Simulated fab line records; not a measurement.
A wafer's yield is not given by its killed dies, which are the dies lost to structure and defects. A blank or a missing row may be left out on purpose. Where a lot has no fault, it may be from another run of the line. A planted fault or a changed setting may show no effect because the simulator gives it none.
fab line records | flow n5-finfet
[record] lots = 9 wafers = 27 last-day = 18
route steps=1938 shown STI_FIN_REVEAL@187 BEOL_M4@1111 PASSIVATION@1936
lots untouched by any fault: they come from a run of this same line in which no faults occurred
start-h: start of the lot's first displayed wafer, in hours after the record's first day | wait-h: time in hours since the lot's previous step | " unchanged from the row above | L1.1+2: a row that stands for several wafers | - no value present, or no start provided | * or withheld: withheld | < > ~ a bound
route shown NAME@n: NAME is a module with steps in the file, n the number in the route of the first one | usual: average and standard deviation across the fault-free wafers | same: alike in all rows | chamber/n: place in a boat | sites: per-site readings | _std_site: how widely they spread, as a standard deviation | _edge_site: mean of outer sites minus mean of inner sites | radius-mm: for every site, how far away it sits from the centre of the wafer | mask NAME#n: copy n | behind: tool/chamber where the wafer was last shaped | hold: cause of the lot's hold/its duration in hours/its outcome | device: the n, p or np transistor that did not switch | end of line: the same wafers' tests at the end of the route | where a step has no rows: the recipe by itself | killed: dies that structure and defects cost at the first sort, which is not the same as the wafer's yield | map: shows each die of a wafer: x if killed, . if not, _ if none is there
set.NAME: the setting that was run; set.NAME@STEP: the one run at that earlier step | model.NAME: the simulator's own value behind a step, which no gauge read
steps of the route over a sample of lots; a table a step, a row a wafer
services: a tool's chamber out of use, with start hour (start-h, from the record's first day; less than 0 if before it), hours out, and reason
[[steps]]
[step N5_STI_FIN_REVEAL_CMP_04]
[recipe] stop-on = Si3N4 t-overpolish-s = 4 down-force-psi = 2 platen-rpm = 54.18 post-cmp-clean = alkaline-brush pad-velocity-m-s = 1.078 target-thk-nm = 131.83
[usual] motor-current-A = 8.2/0.86 overpolish-run-s = 4.000/0.0087 time-to-endpoint-s = 105/4.7
// columns lot.wafer tool chamber start-h wait-h motor-current-A overpolish-run-s time-to-endpoint-s
L249.3 cmp-03 3 39.97 0.0 8.7 4.007 101
L249.1 " 2 " " 6.8 4.002 108
L249.5 " 3 " " 8.6 4.001 95
L254.2 cmp-01 0 69.27 0.1 7.9 4.018 101
L254.3 " 1 " " 8.9 4.002 102
L254.1 " 2 " " 7.3 4.024 105
L255.1 cmp-01 2 76.64 0.0 7.2 3.993 102
L255.3 " 1 " " 9.2 4.018 95
L255.6 " 2 " " 7.7 4.010 101
L261.1 cmp-01 0 111.99 0.0 8.6 3.994 103
L261.4 " 1 " " 9.4 3.997 107
L261.5 " 1 " " 9.5 3.997 105
L262.1 cmp-03 0 119.66 0.2 7.9 3.989 110
L262.3 " 1 " " 9.3 4.003 115
L262.6 " 1 " " 9.9 4.004 116
L263.3 cmp-03 3 126.08 0.0 8.2 3.996 95
L263.4 " 2 " " 6.9 4.000 104
L263.6 " 3 " " 8.6 4.002 98
L264.4 cmp-01 1 131.79 0.0 9.1 4.007 104
L264.2 " 3 " " 7.9 4.004 103
L264.6 " 1 " " 9.0 3.996 105
L266.1 cmp-01 2 143.60 0.1 7.1 4.014 110
L266.2 " 3 " " 8.4 4.008 103
L266.5 " 0 " " 8.0 4.001 101
L271.3 cmp-01 3 171.44 0.1 8.3 4.017 106
L271.2 " 0 " " 8.4 3.991 103
L271.5 " 2 " " 7.7 4.004 111
[step N5_STI_FIN_REVEAL_ETCHBACK_08]
[recipe] chemistry = C4F6/O2 target = SiO2 target-depth-a = 305 time-s = 10.167 ion-energy-ev = 250 pressure-mtorr = 30 source-w = 345 bias-w = 185 Ar_flow_sccm = 300 C4F6_flow_sccm = 10 O2_flow_sccm = 10
[usual] bias-w = 185.1/0.61 drypump-motor-current-A = 5.7/0.43 oes-product-au = 0.82/0.072 rf-vpp-V = 666/14 showerhead-plenum-p-Torr = 2.84/0.087 throttle-valve-pct = 21.14/0.17
// columns lot.wafer tool chamber start-h wait-h bias-w drypump-motor-current-A oes-product-au rf-hours-counter-h rf-vpp-V showerhead-plenum-p-Torr throttle-valve-pct
L249.1 rie-diel-04 1 40.59 0.3 185.8 5.4 0.80 97 657 2.75 21.08
L249.3 " 3 " " 185.7 5.5 0.91 13 679 2.94 21.22
L249.5 " 3 " " 185.4 5.5 0.92 - 676 2.94 21.21
L254.1 rie-diel-01 3 69.77 0.2 183.9 6.2 0.83 67 684 2.78 21.07
L254.2 " 0 " " 186.3 6.2 0.90 18 644 2.80 21.10
L254.3 " 1 " " 185.8 5.0 0.70 223 658 2.70 21.36
L255.1 rie-diel-02 3 77.33 0.3 184.7 5.9 0.81 93 682 3.00 20.84
L255.3 " 0 " " 185.9 5.2 0.72 158 667 2.86 21.27
L255.6 " 1 " " 184.5 6.2 0.81 - 657 2.76 21.22
L261.1 rie-diel-01 3 112.67 0.2 185.3 6.2 0.81 88 684 2.77 21.12
L261.4 " 0 " " 184.4 6.2 0.88 - 644 2.79 21.12
L261.5 " 3 " " 186.0 6.2 0.81 - 683 2.77 21.13
L262.1 rie-diel-02 1 120.38 0.2 185.0 6.1 0.78 119 655 2.75 21.23
L262.3 " 0 " " 184.9 5.2 0.71 176 666 2.85 21.27
L262.6 " 0 " " 185.2 5.2 0.72 - 666 2.85 21.29
L263.3 rie-diel-04 2 126.91 0.4 185.6 4.7 0.92 24 676 2.89 20.85
L263.4 " 1 " " 186.3 5.4 0.79 120 658 2.74 21.12
L263.6 " 2 " " 185.3 4.7 0.92 - 674 2.90 20.86
L264.2 rie-diel-02 2 132.32 0.2 186.0 5.7 0.91 31 639 2.80 21.34
L264.4 " 2 " " 185.5 5.7 0.91 - 638 2.80 21.35
L264.6 " 1 " " 185.4 6.1 0.77 - 658 2.75 21.25
L266.1 rie-diel-01 0 144.25 0.4 184.6 6.3 0.86 52 645 2.78 21.15
L266.2 " 1 " " 184.5 5.0 0.69 243 658 2.69 21.37
L266.5 " 1 " " 184.0 5.0 0.69 - 659 2.69 21.37
L271.2 rie-diel-04 3 171.94 0.2 184.6 5.5 0.85 49 678 2.92 21.27
L271.3 " 1 " " 185.5 5.4 0.76 136 656 2.73 21.13
L271.5 " 1 " " 185.6 5.4 0.77 - 655 2.73 21.15
[step N5_STI_FIN_REVEAL_PRECLEAN_17]
[recipe] chemistry = NF3:NH3 afs-cycles = 1 temp-c = 30 time-s = 20 sublimation-temp-c = 180 sublimation-time-s = 60 pressure-torr = 3 rf-power-w = 30
[usual] pressure-torr = 3.000/0.0063
// columns lot.wafer tool chamber start-h wait-h pressure-torr
L249.1 remote-plasma-01 1 42.73 0.0 3.015
L249.3 " 1 " " 3.005
L249.5 " 1 " " 3.004
L254.1 remote-plasma-02 1 72.45 0.0 2.998
L254.2 " 1 " " 3.003
L254.3 " 1 " " 3.004
L255.1 remote-plasma-02 1 79.49 0.0 2.993
L255.3 " 1 " " 2.996
L255.6 " 1 " " 2.987
L261.1 remote-plasma-02 0 114.81 0.0 2.990
L261.4 " 0 " " 2.997
L261.5 " 0 " " 2.994
L262.1 remote-plasma-02 0 124.11 0.0 2.998
L262.3 " 0 " " 3.001
L262.6 " 0 " " 3.001
L263.3 remote-plasma-01 0 129.11 0.1 3.002
L263.4 " 0 " " 3.000
L263.6 " 0 " " 2.999
L264.2 remote-plasma-01 0 134.49 0.1 2.991
L264.4 " 0 " " 2.997
L264.6 " 0 " " 3.004
L266.1 remote-plasma-01 0 146.40 0.0 3.002
L266.2 " 0 " " 2.995
L266.5 " 0 " " 2.995
L271.2 remote-plasma-01 0 174.11 0.1 2.995
L271.3 " 0 " " 2.998
L271.5 " 0 " " 3.005
[step N5_STI_FIN_REVEAL_ETCH_34]
[recipe] chemistry = H2 mode = isotropic material = Si target = Si target-depth-a = 9.7 temp-c = 20 pressure-mtorr = 4.5 icp-w = 300 bias-w = 0 h2-flow-sccm = 7.5 he-flow-sccm = 142.5
[usual] drypump-motor-current-A = 5.7/0.48 oes-product-au = 1.001/0.018 throttle-valve-pct = 25.4/0.5
[same] bias-w = 0
// columns lot.wafer tool chamber start-h wait-h drypump-motor-current-A oes-product-au rf-hours-counter-h throttle-valve-pct
L249.1 rie-si-06 3 42.93 0.2 6.1 1.014 29 25.5
L249.3 " 2 " " 5.0 1.007 30 26.4
L249.5 " 3 " " 6.1 1.018 - 25.5
L254.1 rie-si-04 3 72.65 0.2 5.5 1.002 86 25.0
L254.2 " 0 " " 5.6 0.977 27 25.8
L254.3 " 1 " " 6.1 1.005 15 25.7
L255.1 rie-si-04 3 79.69 0.2 5.5 0.993 87 25.0
L255.3 " 0 " " 5.6 0.978 27 25.8
L255.6 " 0 " " 5.7 0.977 - 25.8
L261.1 rie-si-04 3 115.03 0.2 5.5 0.996 87 25.0
L261.4 " 2 " " 5.3 1.008 10 24.8
L261.5 " 2 " " 5.4 0.997 - 24.7
L262.1 rie-si-06 1 124.32 0.2 5.1 1.004 14 25.5
L262.3 " 0 " " 6.7 0.983 12 25.6
L262.6 " 1 " " 5.1 1.010 - 25.5
L263.3 rie-si-05 2 129.26 0.1 5.3 1.002 46 24.9
L263.4 " 0 " " 6.1 0.968 177 26.0
L263.6 " 1 " " 6.1 1.031 - 24.6
L264.2 rie-si-05 1 134.67 0.1 6.1 1.026 109 24.6
L264.4 " 2 " " 5.3 1.010 46 24.9
L264.6 " 2 " " 5.2 1.007 - 24.9
L266.1 rie-si-06 2 146.60 0.2 5.1 1.025 32 26.4
L266.2 " 0 " " 6.6 0.988 13 25.6
L266.5 " 2 " " 5.1 1.021 - 26.4
L271.2 rie-si-05 1 174.30 0.2 6.0 1.025 109 24.6
L271.3 " 0 " " 6.1 0.969 178 26.0
L271.5 " 2 " " 5.3 1.006 - 24.9
[step N5_STI_FIN_REVEAL_INSPECT_13]
[recipe] inspect-instrument = darkfield mode = post-clean
[usual] raw-defect-count = 11/4.8
// columns lot.wafer tool chamber start-h wait-h raw-defect-count
L249.1 defect-inspect-02 - 43.63 0.0 9
L249.3 " - " " 3
L249.5 " - " " 8
L254.1 defect-inspect-01 - 73.35 0.0 10
L254.2 " - " " 6
L254.3 " - " " 13
L255.1 defect-inspect-01 - 80.39 0.0 5
L255.3 " - " " 8
L255.6 " - " " 5
L261.1 defect-inspect-01 - 115.73 0.0 672
L261.4 " - " " 661
L261.5 " - " " 657
L262.1 defect-inspect-01 - 125.01 0.0 617
L262.3 " - " " 677
L262.6 " - " " 689
L263.3 defect-inspect-01 - 129.97 0.0 11
L263.4 " - " " 11
L263.6 " - " " 10
L264.2 defect-inspect-01 - 135.36 0.0 9
L264.4 " - " " 12
L264.6 " - " " 4
L266.1 defect-inspect-02 - 147.30 0.0 18
L266.2 " - " " 11
L266.5 " - " " 11
L271.2 defect-inspect-01 - 175.01 0.0 7
L271.3 " - " " 13
L271.5 " - " " 13
[step N5_BEOL_M4_RC_MEAS_101]
[usual] DIBL_N = 36.0/2 DIBL_P = 36.2/2.2 IOFF_N = 0.16/0.034 IOFF_P = 0.21/0.04 ION_N = 675/12 ION_P = 463/7.2 SS_N = 71.6/0.6 SS_P = 73.3/0.67 VT_N = 250/3 VT_P = -251/3.4
// columns lot.wafer tool chamber start-h wait-h DIBL_N[mV/V] DIBL_P[mV/V] IOFF_N[nA/um] IOFF_P[nA/um] ION_N[uA/um] ION_P[uA/um] SS_N[mV/dec] SS_P[mV/dec] VT_N[mV] VT_P[mV]
L249.1 prober-01 0 178.60 0.0 38.6 39.1 0.22 0.26 692 468 71.6 73.7 248 -250
L249.3 " 0 " " 37.0 37.7 0.19 0.24 684 467 71.2 73.8 246 -248
L249.5 " 0 " " 36.2 36.8 0.18 0.22 683 464 71.8 73.9 245 -250
L255.1 prober-01 0 217.68 0.0 38.6 39.9 0.24 0.29 697 474 72.4 74.3 242 -245
L255.3 " 0 " " 36.6 37.6 0.20 0.25 680 462 71.6 73.6 245 -248
L255.6 " 0 " " 37.7 38.0 0.22 0.26 693 470 72.3 73.6 245 -248
L254.1 prober-02 0 217.79 0.0 35.0 36.6 0.15 0.19 669 457 71.6 72.8 250 -255
L254.2 " 0 " " 35.8 36.6 0.16 0.18 675 455 72.2 73.2 249 -254
L254.3 " 0 " " 33.0 33.8 0.13 0.15 671 454 70.9 72.9 252 -257
L261.1 prober-01 0 249.80 0.0 37.6 38.4 0.19 0.25 678 467 71.1 73.8 250 -248
L261.4 " 0 " " 35.4 36.5 0.17 0.22 679 470 71.9 73.1 249 -248
L261.5 " 0 " " 39.6 41.7 0.26 0.33 688 481 72.7 74.7 242 -241
L263.3 prober-01 0 268.27 0.3 35.6 35.2 0.16 0.23 679 463 71.4 73.3 251 -246
L263.4 " 0 " " 39.0 39.3 0.24 0.31 697 477 72.2 74.0 246 -245
L263.6 " 0 " " 35.0 34.8 0.16 0.22 673 461 71.5 73.1 249 -247
L262.1 prober-02 0 268.85 0.0 34.6 34.6 0.13 0.19 669 464 71.6 72.6 253 -252
L262.3 " 0 " " 37.4 38.7 0.17 0.25 674 462 72.4 74.2 249 -248
L262.6 " 0 " " 34.8 35.9 0.13 0.21 665 458 72.0 73.4 253 -250
L264.2 prober-01 0 269.60 0.2 37.9 38.1 0.19 0.26 691 474 72.3 73.6 248 -245
L264.4 " 0 " " 37.9 37.8 0.19 0.26 697 472 72.0 73.1 245 -245
L264.6 " 0 " " 36.9 36.9 0.17 0.23 681 464 71.6 73.2 248 -249
L266.1 prober-01 0 312.55 0.7 33.4 32.6 0.12 0.18 668 465 70.8 72.4 254 -252
L266.2 " 0 " " 39.1 40.0 0.22 0.32 695 480 72.0 74.7 245 -243
L266.5 " 0 " " 38.7 39.9 0.21 0.30 685 468 72.5 74.8 247 -247
L271.2 prober-01 0 317.14 0.2 34.0 33.6 0.12 0.18 669 459 71.1 73.0 253 -252
L271.3 " 0 " " 35.2 34.5 0.14 0.19 666 456 71.7 73.5 252 -254
L271.5 " 0 " " 35.9 34.8 0.15 0.19 673 456 71.7 72.7 250 -253
[step N5_PASSIVATION_PROBE_49]
[usual] defect-limited-yield = 91.5/1.5 killed_at_M0_to_M3 = 33/10 killed_at_M4_up = 15/6.4 killed-at-contacts = 12/5.4 killed-at-front-end = 38/9.8 killed-at-other = 4/3.1 killed-dies = 101/18 killed-on-rim = 13/3.9 killed-open = 67/14 killed-short = 33/7.9 sort_bin_5_function = 5.0/1 sort_bin_6_memory = 3.2/0.67 sort-n-pass = 1079/18 sort-yield-pct = 91.5/1.5
[same] gross-dies = 1180 killed-at-back-side = 0 sort_bin_4_leakage[%] = 0 sort_bin_8_speed[%] = 0
// columns lot.wafer tool chamber start-h wait-h defect-limited-yield[%] killed_at_M0_to_M3 killed_at_M4_up killed-at-contacts killed-at-front-end killed-at-other killed-dies killed-on-rim killed-open killed-short sort_bin_5_function[%] sort_bin_6_memory[%] sort-n-pass sort-yield-pct[%]
L261.1 prober-01 - 388.32 0.0 85.1 34 13 7 119 3 176 31 56 31 9.8 3.3 1004 85.1
L261.4 prober-01 - 388.47 0.2 84.8 32 14 18 111 4 179 26 56 32 9.3 3.7 1001 84.8
L261.5 prober-01 - 388.52 0.2 85.3 31 23 10 107 2 173 24 58 29 8.0 4.0 1007 85.3
L262.1 prober-02 - 388.97 0.0 84.4 26 19 16 123 0 184 29 67 22 9.4 3.7 996 84.4
L262.3 prober-02 - 389.07 0.1 82.1 44 24 4 138 1 211 30 83 32 10.7 4.9 969 82.1
L262.6 prober-02 - 389.22 0.3 82.5 45 24 11 124 3 207 30 86 27 10.1 5.1 973 82.5
// killed by level:class
L261.1 STI_FIN_REVEAL:unspecified=85 BEOL_M4:geometric-particle:open=9 FIN_SAQP:geometric-particle:open=6 MOL_CONTACT_COAG:geometric-particle:open=6 BEOL_M2:geometric-particle:open=6 BEOL_M3:geometric-particle:open=6 ILD0:geometric-particle:short=5 BEOL_M0_SAQP:geometric-particle:open=5
L261.4 STI_FIN_REVEAL:unspecified=89 MOL_CONTACT_COAG:geometric-particle:open=13 BEOL_M3:geometric-particle:open=11 BEOL_M4:geometric-particle:open=7 STARTING-WAFER:geometric-particle:open=6 MOL_CONTACT_COAG:geometric-particle:short=5 BEOL_M0:geometric-particle:open=5 BEOL_M2:geometric-particle:open=5
L261.5 STI_FIN_REVEAL:unspecified=85 BEOL_M4:geometric-particle:open=12 BEOL_M0_SAQP:geometric-particle:short=8 MOL_CONTACT_COAG:geometric-particle:open=8 BEOL_M0_SAQP:geometric-particle:open=7 BEOL_M3:geometric-particle:open=6 BEOL_M1:geometric-particle:open=6 BEOL_M4:geometric-particle:short=5
L262.1 STI_FIN_REVEAL:unspecified=95 MOL_CONTACT_COAG:geometric-particle:open=15 STI_FIN_REVEAL:geometric-particle:open=7 BEOL_M2:geometric-particle:open=7 BEOL_M0_SAQP:geometric-particle:short=6 BEOL_M5:geometric-particle:open=6 BEOL_M3:geometric-particle:open=5 FIN_SAQP:geometric-particle:open=4
L262.3 STI_FIN_REVEAL:unspecified=95 FIN_SAQP:geometric-particle:open=18 BEOL_M2:geometric-particle:open=15 BEOL_M4:geometric-particle:open=13 BEOL_M0_SAQP:geometric-particle:open=10 BEOL_M0_SAQP:geometric-particle:short=5 BEOL_M4:geometric-particle:short=5 BEOL_M1:geometric-particle:open=5
L262.6 STI_FIN_REVEAL:unspecified=92 BEOL_M4:geometric-particle:open=15 BEOL_M3:geometric-particle:open=13 BEOL_M2:geometric-particle:open=13 MOL_CONTACT_COAG:geometric-particle:open=9 STI_FIN_REVEAL:geometric-particle:open=8 GATE_CUT:geometric-particle:open=6 BEOL_M0_SAQP:geometric-particle:short=5
[[services]]
// columns tool chamber start-h hours kind
cmp-03 - 21.72 0.7 repair
rie-diel-04 0 32.93 - clean
rie-diel-04 0 32.93 - consumable-replace:focus-ring
rie-diel-04 0 32.93 19.4 scheduled-down
rie-diel-04 0 32.93 19.4 vent-cycle
rie-si-06 0 37.17 6.6 repair
cmp-01 - 40.00 4.0 pm
rie-diel-02 2 41.32 - clean
rie-diel-02 2 41.32 - consumable-replace:focus-ring
cmp-01 - 44.00 - consumable-replace:conditioner
cmp-01 - 44.00 - consumable-replace:pad
rie-diel-04 3 58.26 5.1 repair
rie-diel-01 0 61.42 4.9 repair
rie-diel-02 - 63.20 0.4 repair
rie-si-06 - 70.69 2.8 pm
rie-diel-04 2 85.92 7.1 repair
rie-si-04 3 86.45 2.3 repair
rie-diel-01 0 90.34 2.5 repair
rie-diel-04 - 93.97 28.1 pm
cmp-03 - 120.08 4.0 pm
rie-diel-01 3 123.27 6.5 repair
rie-diel-02 0 128.23 12.0 repair
rie-diel-04 - 131.45 0.3 repair
cmp-03 - 141.99 5.0 pm
[[key]]
[first-sign] step = N5_STI_FIN_REVEAL_INSPECT_13 reading = raw-defect-count direction = up sigmas = 99+ usual = 11 struck = 662
[effect] step = N5_PASSIVATION_PROBE_49 reading = killed-at-front-end direction = up sigmas = 8.4 usual = 38 struck = 120
[more-kills-born-at] N5_STI_FIN_REVEAL_PRECLEAN_17@remote-plasma-02 = 541
met-at N5_STI_FIN_REVEAL_PRECLEAN_17
struck-lots L261,L262
not-acting-at N5_STI_FIN_REVEAL_CMP_04,N5_STI_FIN_REVEAL_ETCHBACK_08,N5_STI_FIN_REVEAL_ETCH_34
onset-between 79.49 114.81
[fault] kind = chamber-particle-source tool = remote-plasma-02 chamber = - onset-h = 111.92 steps = N5_STI_FIN_REVEAL_PRECLEAN_17 rate-per-visit-cm2 = 1.009 end-h = 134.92
